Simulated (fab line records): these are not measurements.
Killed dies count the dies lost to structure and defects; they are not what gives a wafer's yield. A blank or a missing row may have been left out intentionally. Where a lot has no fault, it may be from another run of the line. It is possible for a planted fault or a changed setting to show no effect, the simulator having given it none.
fab line records / flow n5Finfet / part 2 of 2: steps 22 to 34 of 34
[record] lots = 5 wafers = 15 lastDay = 16
route steps=1938 shown BEOL_M8@1333
lots that met no fault: taken from a fault-free run of the same line
startH: the number of hours between the record's first day and the start of the first shown wafer of the lot / waitH: hours elapsed since this lot's preceding step / " identical to the entry in the row above / L1.1+2: a single row standing in for several wafers / - value missing, or start not given / * or withheld: withheld / < > ~ a bound
route shown NAME@n: a module of which the file shows steps, and the number in the route of the first / usual: mean/standard deviation of fault-free wafers / same: alike in all rows / chamber/n: place in a boat / sites: the reading at each site / _std_site: standard deviation across them / _edge_site: mean of outer sites minus mean of inner sites / radiusMm: for every site, how far away it sits from the centre of the wafer / mask NAME#n: copy n / behind: tool/chamber where the wafer was last shaped / hold: the reason the lot was held/the length of the hold in hours/how it ended / device: names the non-switching transistor (n, p or np) / end of line: tests of these same wafers at the route's end / for a step that has no rows: nothing shown but its recipe / killed: the dies lost at the first sort to structure and to defects; this is not the yield of the wafer / map: the dies of a wafer, with x for killed, . for not killed, _ for no die there
set.NAME: the run value of the setting; set.NAME@STEP: its run value at that earlier step / model.NAME: the simulator's own value behind a step, which no gauge read
certain route steps with their lots: each step a table, each wafer a row
services: from which hour (startH, from the record's first day; less than 0 if before it) a tool's chamber was out of use, for how many hours, and why
[[steps]]
[step N5_BEOL_M8_STRIP_19]
[recipe] chemistry = O2 powerW = 400 tempC = 40 pressureMtorr = 30 rfFrequencyHz = 6e+07 biasPowerW = 0 overashFraction = 0.2 o2FlowSccm = 225
[usual] drypumpMotorCurrentA = 5.7/0.43 oesProductAu = 0.79/0.081 rfVppV = 3.7/0.61 showerheadPlenumPTorr = 2.11/0.043 throttleValvePct = 16.67/0.22
[same] overashFraction = 0.2
lot.wafer=L081.3 tool=rieDiel-06 chamber=2 startH=272.76 waitH=0.1 drypumpMotorCurrentA=6.3 oesProductAu=0.69 rfHoursCounterH=233 rfVppV=3.8 showerheadPlenumPTorr=2.06 throttleValvePct=16.77
lot.wafer=L081.4 tool=rieDiel-06 chamber=1 startH=272.76 waitH=0.1 drypumpMotorCurrentA=5.7 oesProductAu=0.81 rfHoursCounterH=68 rfVppV=3.9 showerheadPlenumPTorr=2.10 throttleValvePct=16.30
lot.wafer=L081.6 tool=rieDiel-06 chamber=1 startH=272.76 waitH=0.1 drypumpMotorCurrentA=5.7 oesProductAu=0.82 rfHoursCounterH=- rfVppV=3.4 showerheadPlenumPTorr=2.10 throttleValvePct=16.33
lot.wafer=L082.3 tool=rieDiel-02 chamber=0 startH=281.34 waitH=0.1 drypumpMotorCurrentA=5.2 oesProductAu=0.93 rfHoursCounterH=6 rfVppV=3.2 showerheadPlenumPTorr=2.15 throttleValvePct=16.60
lot.wafer=L082.4 tool=rieDiel-02 chamber=3 startH=281.34 waitH=0.1 drypumpMotorCurrentA=6.4 oesProductAu=0.86 rfHoursCounterH=- rfVppV=3.8 showerheadPlenumPTorr=2.21 throttleValvePct=16.59
lot.wafer=L082.5 tool=rieDiel-02 chamber=2 startH=281.34 waitH=0.1 drypumpMotorCurrentA=5.8 oesProductAu=0.82 rfHoursCounterH=- rfVppV=3.1 showerheadPlenumPTorr=2.12 throttleValvePct=16.65
lot.wafer=L083.4 tool=rieDiel-06 chamber=2 startH=284.80 waitH=0.2 drypumpMotorCurrentA=6.3 oesProductAu=0.69 rfHoursCounterH=237 rfVppV=3.2 showerheadPlenumPTorr=2.05 throttleValvePct=16.82
lot.wafer=L083.5 tool=rieDiel-06 chamber=3 startH=284.80 waitH=0.2 drypumpMotorCurrentA=5.8 oesProductAu=0.70 rfHoursCounterH=- rfVppV=3.1 showerheadPlenumPTorr=2.09 throttleValvePct=16.92
lot.wafer=L083.6 tool=rieDiel-06 chamber=0 startH=284.80 waitH=0.2 drypumpMotorCurrentA=5.8 oesProductAu=0.85 rfHoursCounterH=- rfVppV=2.9 showerheadPlenumPTorr=2.12 throttleValvePct=16.61
lot.wafer=L085.2 tool=rieDiel-06 chamber=2 startH=309.68 waitH=0.4 drypumpMotorCurrentA=6.3 oesProductAu=0.69 rfHoursCounterH=246 rfVppV=4.1 showerheadPlenumPTorr=2.05 throttleValvePct=16.81
lot.wafer=L085.4 tool=rieDiel-06 chamber=1 startH=309.68 waitH=0.4 drypumpMotorCurrentA=5.7 oesProductAu=0.80 rfHoursCounterH=80 rfVppV=3.3 showerheadPlenumPTorr=2.10 throttleValvePct=16.37
lot.wafer=L085.5 tool=rieDiel-06 chamber=1 startH=309.68 waitH=0.4 drypumpMotorCurrentA=5.7 oesProductAu=0.81 rfHoursCounterH=- rfVppV=3.5 showerheadPlenumPTorr=2.10 throttleValvePct=16.37
lot.wafer=L089.2 tool=rieDiel-05 chamber=1 startH=316.43 waitH=0.1 drypumpMotorCurrentA=5.4 oesProductAu=0.71 rfHoursCounterH=221 rfVppV=4.1 showerheadPlenumPTorr=2.06 throttleValvePct=16.94
lot.wafer=L089.4 tool=rieDiel-05 chamber=2 startH=316.43 waitH=0.1 drypumpMotorCurrentA=5.5 oesProductAu=0.93 rfHoursCounterH=7 rfVppV=5.7 showerheadPlenumPTorr=2.07 throttleValvePct=16.37
lot.wafer=L089.5 tool=rieDiel-05 chamber=2 startH=316.43 waitH=0.1 drypumpMotorCurrentA=5.5 oesProductAu=0.93 rfHoursCounterH=- rfVppV=4.4 showerheadPlenumPTorr=2.07 throttleValvePct=16.36
[step N5_BEOL_M8_CD_MEAS_18]
[recipe] pitchNm = 80 targetCdNm = 40
[usual] cdNm = 40.1/0.59
lot.wafer=L081.3 tool=cdSem-03 chamber=- startH=272.83 waitH=0.1 cdNm=40.2
lot.wafer=L081.4 tool=cdSem-03 chamber=- startH=272.83 waitH=0.1 cdNm=39.0
lot.wafer=L081.6 tool=cdSem-03 chamber=- startH=272.83 waitH=0.1 cdNm=39.5
lot.wafer=L082.3 tool=cdSem-02 chamber=- startH=281.41 waitH=0.1 cdNm=39.6
lot.wafer=L082.4 tool=cdSem-02 chamber=- startH=281.41 waitH=0.1 cdNm=40.3
lot.wafer=L082.5 tool=cdSem-02 chamber=- startH=281.41 waitH=0.1 cdNm=40.3
lot.wafer=L083.4 tool=cdSem-01 chamber=- startH=284.88 waitH=0.1 cdNm=40.2
lot.wafer=L083.5 tool=cdSem-01 chamber=- startH=284.88 waitH=0.1 cdNm=40.7
lot.wafer=L083.6 tool=cdSem-01 chamber=- startH=284.88 waitH=0.1 cdNm=39.8
lot.wafer=L085.2 tool=cdSem-01 chamber=- startH=309.75 waitH=0.1 cdNm=38.8
lot.wafer=L085.4 tool=cdSem-01 chamber=- startH=309.75 waitH=0.1 cdNm=39.5
lot.wafer=L085.5 tool=cdSem-01 chamber=- startH=309.75 waitH=0.1 cdNm=39.3
lot.wafer=L089.2 tool=cdSem-02 chamber=- startH=316.50 waitH=0.1 cdNm=38.6
lot.wafer=L089.4 tool=cdSem-02 chamber=- startH=316.50 waitH=0.1 cdNm=38.9
lot.wafer=L089.5 tool=cdSem-02 chamber=- startH=316.50 waitH=0.1 cdNm=38.8
[step N5_BEOL_M8_COAT_63]
[recipe] resist = SOC tempC = 250 timeS = 60 spinRpm = 1500 resistThkNm = 60
[usual] dispensePressureKPa = 50/4.1
lot.wafer=L081.3 tool=lithoTrack-04 chamber=0 startH=275.59 waitH=2.8 dispensePressureKPa=54
lot.wafer=L081.4 tool=lithoTrack-04 chamber=0 startH=275.59 waitH=2.8 dispensePressureKPa=54
lot.wafer=L081.6 tool=lithoTrack-04 chamber=0 startH=275.59 waitH=2.8 dispensePressureKPa=54
lot.wafer=L082.3 tool=lithoTrack-02 chamber=0 startH=282.36 waitH=0.9 dispensePressureKPa=51
lot.wafer=L082.4 tool=lithoTrack-02 chamber=0 startH=282.36 waitH=0.9 dispensePressureKPa=51
lot.wafer=L082.5 tool=lithoTrack-02 chamber=0 startH=282.36 waitH=0.9 dispensePressureKPa=51
lot.wafer=L083.4 tool=lithoTrack-04 chamber=0 startH=285.82 waitH=0.9 dispensePressureKPa=54
lot.wafer=L083.5 tool=lithoTrack-04 chamber=0 startH=285.82 waitH=0.9 dispensePressureKPa=54
lot.wafer=L083.6 tool=lithoTrack-04 chamber=0 startH=285.82 waitH=0.9 dispensePressureKPa=54
lot.wafer=L085.2 tool=lithoTrack-01 chamber=0 startH=310.25 waitH=0.5 dispensePressureKPa=45
lot.wafer=L085.4 tool=lithoTrack-01 chamber=0 startH=310.25 waitH=0.5 dispensePressureKPa=45
lot.wafer=L085.5 tool=lithoTrack-01 chamber=0 startH=310.25 waitH=0.5 dispensePressureKPa=45
lot.wafer=L089.2 tool=lithoTrack-01 chamber=0 startH=318.05 waitH=1.6 dispensePressureKPa=45
lot.wafer=L089.4 tool=lithoTrack-01 chamber=0 startH=318.05 waitH=1.6 dispensePressureKPa=45
lot.wafer=L089.5 tool=lithoTrack-01 chamber=0 startH=318.05 waitH=1.6 dispensePressureKPa=45
[step N5_BEOL_M8_COAT_64]
[recipe] resist = SiARC tempC = 220 timeS = 60 spinRpm = 1500 resistThkNm = 12
[usual] dispensePressureKPa = 50/4.1
lot.wafer=L081.3 tool=lithoTrack-04 chamber=0 startH=- waitH=- dispensePressureKPa=54
lot.wafer=L081.4 tool=lithoTrack-04 chamber=0 startH=- waitH=- dispensePressureKPa=54
lot.wafer=L081.6 tool=lithoTrack-04 chamber=0 startH=- waitH=- dispensePressureKPa=54
lot.wafer=L082.3 tool=lithoTrack-02 chamber=0 startH=- waitH=- dispensePressureKPa=51
lot.wafer=L082.4 tool=lithoTrack-02 chamber=0 startH=- waitH=- dispensePressureKPa=51
lot.wafer=L082.5 tool=lithoTrack-02 chamber=0 startH=- waitH=- dispensePressureKPa=51
lot.wafer=L083.4 tool=lithoTrack-04 chamber=0 startH=- waitH=- dispensePressureKPa=54
lot.wafer=L083.5 tool=lithoTrack-04 chamber=0 startH=- waitH=- dispensePressureKPa=54
lot.wafer=L083.6 tool=lithoTrack-04 chamber=0 startH=- waitH=- dispensePressureKPa=54
lot.wafer=L085.2 tool=lithoTrack-01 chamber=0 startH=- waitH=- dispensePressureKPa=45
lot.wafer=L085.4 tool=lithoTrack-01 chamber=0 startH=- waitH=- dispensePressureKPa=45
lot.wafer=L085.5 tool=lithoTrack-01 chamber=0 startH=- waitH=- dispensePressureKPa=45
lot.wafer=L089.2 tool=lithoTrack-01 chamber=0 startH=- waitH=- dispensePressureKPa=45
lot.wafer=L089.4 tool=lithoTrack-01 chamber=0 startH=- waitH=- dispensePressureKPa=45
lot.wafer=L089.5 tool=lithoTrack-01 chamber=0 startH=- waitH=- dispensePressureKPa=45
[step N5_BEOL_M8_COAT_71]
[recipe] resist = underlayer tempC = 205 timeS = 60 spinRpm = 1500 resistThkNm = 5
[usual] dispensePressureKPa = 50/4.1
lot.wafer=L081.3 tool=lithoTrack-04 chamber=0 startH=- waitH=- dispensePressureKPa=54
lot.wafer=L081.4 tool=lithoTrack-04 chamber=0 startH=- waitH=- dispensePressureKPa=54
lot.wafer=L081.6 tool=lithoTrack-04 chamber=0 startH=- waitH=- dispensePressureKPa=54
lot.wafer=L082.3 tool=lithoTrack-02 chamber=0 startH=- waitH=- dispensePressureKPa=51
lot.wafer=L082.4 tool=lithoTrack-02 chamber=0 startH=- waitH=- dispensePressureKPa=51
lot.wafer=L082.5 tool=lithoTrack-02 chamber=0 startH=- waitH=- dispensePressureKPa=51
lot.wafer=L083.4 tool=lithoTrack-04 chamber=0 startH=- waitH=- dispensePressureKPa=54
lot.wafer=L083.5 tool=lithoTrack-04 chamber=0 startH=- waitH=- dispensePressureKPa=54
lot.wafer=L083.6 tool=lithoTrack-04 chamber=0 startH=- waitH=- dispensePressureKPa=54
lot.wafer=L085.2 tool=lithoTrack-01 chamber=0 startH=- waitH=- dispensePressureKPa=45
lot.wafer=L085.4 tool=lithoTrack-01 chamber=0 startH=- waitH=- dispensePressureKPa=45
lot.wafer=L085.5 tool=lithoTrack-01 chamber=0 startH=- waitH=- dispensePressureKPa=45
lot.wafer=L089.2 tool=lithoTrack-01 chamber=0 startH=- waitH=- dispensePressureKPa=45
lot.wafer=L089.4 tool=lithoTrack-01 chamber=0 startH=- waitH=- dispensePressureKPa=45
lot.wafer=L089.5 tool=lithoTrack-01 chamber=0 startH=- waitH=- dispensePressureKPa=45
[step N5_BEOL_M8_COAT_22]
[recipe] resist = CAR-EUV spinRpm = 1500 resistThkNm = 30
[usual] dispensePressureKPa = 50/4.1
lot.wafer=L081.3 tool=lithoTrack-04 chamber=0 startH=- waitH=- dispensePressureKPa=54
lot.wafer=L081.4 tool=lithoTrack-04 chamber=0 startH=- waitH=- dispensePressureKPa=54
lot.wafer=L081.6 tool=lithoTrack-04 chamber=0 startH=- waitH=- dispensePressureKPa=54
lot.wafer=L082.3 tool=lithoTrack-02 chamber=0 startH=- waitH=- dispensePressureKPa=51
lot.wafer=L082.4 tool=lithoTrack-02 chamber=0 startH=- waitH=- dispensePressureKPa=51
lot.wafer=L082.5 tool=lithoTrack-02 chamber=0 startH=- waitH=- dispensePressureKPa=51
lot.wafer=L083.4 tool=lithoTrack-04 chamber=0 startH=- waitH=- dispensePressureKPa=54
lot.wafer=L083.5 tool=lithoTrack-04 chamber=0 startH=- waitH=- dispensePressureKPa=54
lot.wafer=L083.6 tool=lithoTrack-04 chamber=0 startH=- waitH=- dispensePressureKPa=54
lot.wafer=L085.2 tool=lithoTrack-01 chamber=0 startH=- waitH=- dispensePressureKPa=45
lot.wafer=L085.4 tool=lithoTrack-01 chamber=0 startH=- waitH=- dispensePressureKPa=45
lot.wafer=L085.5 tool=lithoTrack-01 chamber=0 startH=- waitH=- dispensePressureKPa=45
lot.wafer=L089.2 tool=lithoTrack-01 chamber=0 startH=- waitH=- dispensePressureKPa=45
lot.wafer=L089.4 tool=lithoTrack-01 chamber=0 startH=- waitH=- dispensePressureKPa=45
lot.wafer=L089.5 tool=lithoTrack-01 chamber=0 startH=- waitH=- dispensePressureKPa=45
[step N5_BEOL_M8_EBR_24]
[recipe] solvent = PGMEA ebrWidthMm = 1.5
lot.wafer=L081.3+4+6 tool=lithoTrack-04 chamber=0 startH=- waitH=-
lot.wafer=L082.3+4+5 tool=lithoTrack-02 chamber=0 startH=- waitH=-
lot.wafer=L083.4+5+6 tool=lithoTrack-04 chamber=0 startH=- waitH=-
lot.wafer=L085.2+4+5 tool=lithoTrack-01 chamber=0 startH=- waitH=-
lot.wafer=L089.2+4+5 tool=lithoTrack-01 chamber=0 startH=- waitH=-
[step N5_BEOL_M8_SOFTBAKE_23]
[recipe] tempC = 110 timeS = 60 resist = CAR-EUV
lot.wafer=L081.3+4+6 tool=lithoTrack-04 chamber=0 startH=- waitH=-
lot.wafer=L082.3+4+5 tool=lithoTrack-02 chamber=0 startH=- waitH=-
lot.wafer=L083.4+5+6 tool=lithoTrack-04 chamber=0 startH=- waitH=-
lot.wafer=L085.2+4+5 tool=lithoTrack-01 chamber=0 startH=- waitH=-
lot.wafer=L089.2+4+5 tool=lithoTrack-01 chamber=0 startH=- waitH=-
[step N5_BEOL_M8_EXPOSE_25]
[recipe] maskId = V7 na = 0.33 sourceShape = annular sigmaInner = 0.4 sigmaOuter = 0.8 polarization = unpolarized targetCdNm = 40 doseMj = 42.5
[usual] reticleTempC = 22.97/0.1
[same] na = 0.33
lot.wafer=L081.3 tool=euvScanner-01 chamber=0 startH=275.78 waitH=- mask=V7#0 reticleTempC=23.11
lot.wafer=L081.4 tool=euvScanner-01 chamber=0 startH=275.78 waitH=- mask=V7#0 reticleTempC=23.12
lot.wafer=L081.6 tool=euvScanner-01 chamber=0 startH=275.78 waitH=- mask=V7#0 reticleTempC=23.16
lot.wafer=L082.3 tool=euvScanner-01 chamber=0 startH=282.56 waitH=- mask=V7#0 reticleTempC=23.25
lot.wafer=L082.4 tool=euvScanner-01 chamber=0 startH=282.56 waitH=- mask=V7#0 reticleTempC=23.07
lot.wafer=L082.5 tool=euvScanner-01 chamber=0 startH=282.56 waitH=- mask=V7#0 reticleTempC=23.12
lot.wafer=L083.4 tool=euvScanner-02 chamber=0 startH=286.11 waitH=- mask=V7#0 reticleTempC=23.06
lot.wafer=L083.5 tool=euvScanner-02 chamber=0 startH=286.11 waitH=- mask=V7#0 reticleTempC=23.09
lot.wafer=L083.6 tool=euvScanner-02 chamber=0 startH=286.11 waitH=- mask=V7#0 reticleTempC=22.87
lot.wafer=L085.2 tool=euvScanner-02 chamber=0 startH=310.47 waitH=- mask=V7#0 reticleTempC=22.91
lot.wafer=L085.4 tool=euvScanner-02 chamber=0 startH=310.47 waitH=- mask=V7#0 reticleTempC=22.94
lot.wafer=L085.5 tool=euvScanner-02 chamber=0 startH=310.47 waitH=- mask=V7#0 reticleTempC=23.06
lot.wafer=L089.2 tool=euvScanner-01 chamber=0 startH=318.32 waitH=- mask=V7#0 reticleTempC=22.88
lot.wafer=L089.4 tool=euvScanner-01 chamber=0 startH=318.32 waitH=- mask=V7#0 reticleTempC=22.96
lot.wafer=L089.5 tool=euvScanner-01 chamber=0 startH=318.32 waitH=- mask=V7#0 reticleTempC=22.79
[step N5_BEOL_M8_PEB_26]
[recipe] pebTempC = 100 pebTimeS = 60 resist = CAR-EUV
lot.wafer=L081.3+4+6 tool=lithoTrack-04 chamber=0 startH=275.84 waitH=0.0
lot.wafer=L082.3+4+5 tool=lithoTrack-04 chamber=0 startH=282.61 waitH=0.0
lot.wafer=L083.4+5+6 tool=lithoTrack-04 chamber=0 startH=286.15 waitH=0.0
lot.wafer=L085.2+4+5 tool=lithoTrack-04 chamber=0 startH=310.53 waitH=0.1
lot.wafer=L089.2+4+5 tool=lithoTrack-01 chamber=0 startH=318.38 waitH=0.1
[step N5_BEOL_M8_DEVELOP_27]
[recipe] developTimeS = 30 developer = TMAH resist = CAR-EUV rinseLiquid = surfactantRinse dry = airSpin devTempC = 23
lot.wafer=L081.3+4+6 tool=lithoTrack-04 chamber=0 startH=- waitH=-
lot.wafer=L082.3+4+5 tool=lithoTrack-04 chamber=0 startH=- waitH=-
lot.wafer=L083.4+5+6 tool=lithoTrack-04 chamber=0 startH=- waitH=-
lot.wafer=L085.2+4+5 tool=lithoTrack-04 chamber=0 startH=- waitH=-
lot.wafer=L089.2+4+5 tool=lithoTrack-01 chamber=0 startH=- waitH=-
[step N5_BEOL_M8_CD_MEAS_28]
[recipe] targetCdNm = 40 landingEnergyEv = 500 detector = seInlens
[usual] cdNm = 39.99/0.24
lot.wafer=L081.3 tool=cdSem-02 chamber=0 startH=275.90 waitH=- cdNm=39.85
lot.wafer=L081.4 tool=cdSem-02 chamber=0 startH=275.90 waitH=- cdNm=39.95
lot.wafer=L081.6 tool=cdSem-02 chamber=0 startH=275.90 waitH=- cdNm=39.79
lot.wafer=L082.3 tool=cdSem-03 chamber=0 startH=282.68 waitH=- cdNm=40.15
lot.wafer=L082.4 tool=cdSem-03 chamber=0 startH=282.68 waitH=- cdNm=39.96
lot.wafer=L082.5 tool=cdSem-03 chamber=0 startH=282.68 waitH=- cdNm=40.14
lot.wafer=L083.4 tool=cdSem-03 chamber=0 startH=286.22 waitH=- cdNm=40.20
lot.wafer=L083.5 tool=cdSem-03 chamber=0 startH=286.22 waitH=- cdNm=40.02
lot.wafer=L083.6 tool=cdSem-03 chamber=0 startH=286.22 waitH=- cdNm=39.40
lot.wafer=L085.2 tool=cdSem-03 chamber=0 startH=310.60 waitH=- cdNm=40.30
lot.wafer=L085.4 tool=cdSem-03 chamber=0 startH=310.60 waitH=- cdNm=40.30
lot.wafer=L085.5 tool=cdSem-03 chamber=0 startH=310.60 waitH=- cdNm=40.30
lot.wafer=L089.2 tool=cdSem-03 chamber=0 startH=318.45 waitH=- cdNm=40.08
lot.wafer=L089.4 tool=cdSem-03 chamber=0 startH=318.45 waitH=- cdNm=39.90
lot.wafer=L089.5 tool=cdSem-03 chamber=0 startH=318.45 waitH=- cdNm=39.79
[step N5_BEOL_M8_OVL_MEAS_29]
[recipe] pointsPerWafer = 522
[usual] V7_OVL = -0.3/0.69
lot.wafer=L081.3 tool=overlay-01 chamber=0 startH=275.94 waitH=0.0 V7_OVL[nm]=-0.3
lot.wafer=L081.4 tool=overlay-01 chamber=0 startH=275.94 waitH=0.0 V7_OVL[nm]=0.2
lot.wafer=L081.6 tool=overlay-01 chamber=0 startH=275.94 waitH=0.0 V7_OVL[nm]=0.1
lot.wafer=L082.3 tool=overlay-01 chamber=0 startH=282.72 waitH=0.0 V7_OVL[nm]=-1.6
lot.wafer=L082.4 tool=overlay-01 chamber=0 startH=282.72 waitH=0.0 V7_OVL[nm]=-0.4
lot.wafer=L082.5 tool=overlay-01 chamber=0 startH=282.72 waitH=0.0 V7_OVL[nm]=0.0
lot.wafer=L083.4 tool=overlay-01 chamber=0 startH=286.26 waitH=0.0 V7_OVL[nm]=0.8
lot.wafer=L083.5 tool=overlay-01 chamber=0 startH=286.26 waitH=0.0 V7_OVL[nm]=0.2
lot.wafer=L083.6 tool=overlay-01 chamber=0 startH=286.26 waitH=0.0 V7_OVL[nm]=0.3
lot.wafer=L085.2 tool=overlay-02 chamber=0 startH=310.64 waitH=0.0 V7_OVL[nm]=0.4
lot.wafer=L085.4 tool=overlay-02 chamber=0 startH=310.64 waitH=0.0 V7_OVL[nm]=-0.4
lot.wafer=L085.5 tool=overlay-02 chamber=0 startH=310.64 waitH=0.0 V7_OVL[nm]=0.0
lot.wafer=L089.2 tool=overlay-02 chamber=0 startH=318.49 waitH=0.0 V7_OVL[nm]=-0.3
lot.wafer=L089.4 tool=overlay-02 chamber=0 startH=318.49 waitH=0.0 V7_OVL[nm]=-0.7
lot.wafer=L089.5 tool=overlay-02 chamber=0 startH=318.49 waitH=0.0 V7_OVL[nm]=-0.6
[[services]]
tool=rieDiel-02 chamber=0 startH=250.82 hours=- kind=clean
tool=rieDiel-02 chamber=0 startH=250.82 hours=- kind=consumableReplace:focusRing
tool=rieDiel-02 chamber=0 startH=250.82 hours=18.0 kind=scheduledDown
tool=rieDiel-02 chamber=0 startH=250.82 hours=18.0 kind=ventCycle
tool=arfiScanner-03 chamber=- startH=255.51 hours=1.0 kind=pm
tool=pecvd-04 chamber=0 startH=256.02 hours=5.2 kind=repair
tool=euvScanner-02 chamber=- startH=259.34 hours=5.8 kind=pm
tool=uvCure-02 chamber=- startH=260.18 hours=6.9 kind=repair
tool=arfiScanner-02 chamber=- startH=265.26 hours=0.4 kind=repair
tool=euvScanner-02 chamber=- startH=265.66 hours=4.6 kind=pm
tool=rieDiel-02 chamber=1 startH=269.00 hours=- kind=clean
tool=rieDiel-02 chamber=1 startH=269.00 hours=- kind=consumableReplace:focusRing
tool=euvScanner-01 chamber=- startH=273.14 hours=1.0 kind=pm
tool=euvScanner-02 chamber=- startH=273.33 hours=1.3 kind=repair
tool=rieDiel-02 chamber=2 startH=274.60 hours=2.7 kind=repair
tool=euvScanner-02 chamber=- startH=274.67 hours=1.0 kind=pm
tool=arfiScanner-03 chamber=- startH=280.58 hours=0.8 kind=pm
tool=arfiScanner-02 chamber=- startH=282.30 hours=0.8 kind=pm
tool=euvScanner-02 chamber=- startH=282.83 hours=0.5 kind=repair
tool=euvScanner-01 chamber=- startH=298.50 hours=0.2 kind=repair
tool=pecvd-04 chamber=2 startH=301.00 hours=2.5 kind=repair
tool=euvScanner-02 chamber=- startH=301.81 hours=0.1 kind=repair
tool=arfiScanner-03 chamber=- startH=314.04 hours=1.0 kind=pm
tool=rieDiel-06 chamber=2 startH=318.16 hours=10.9 kind=repair
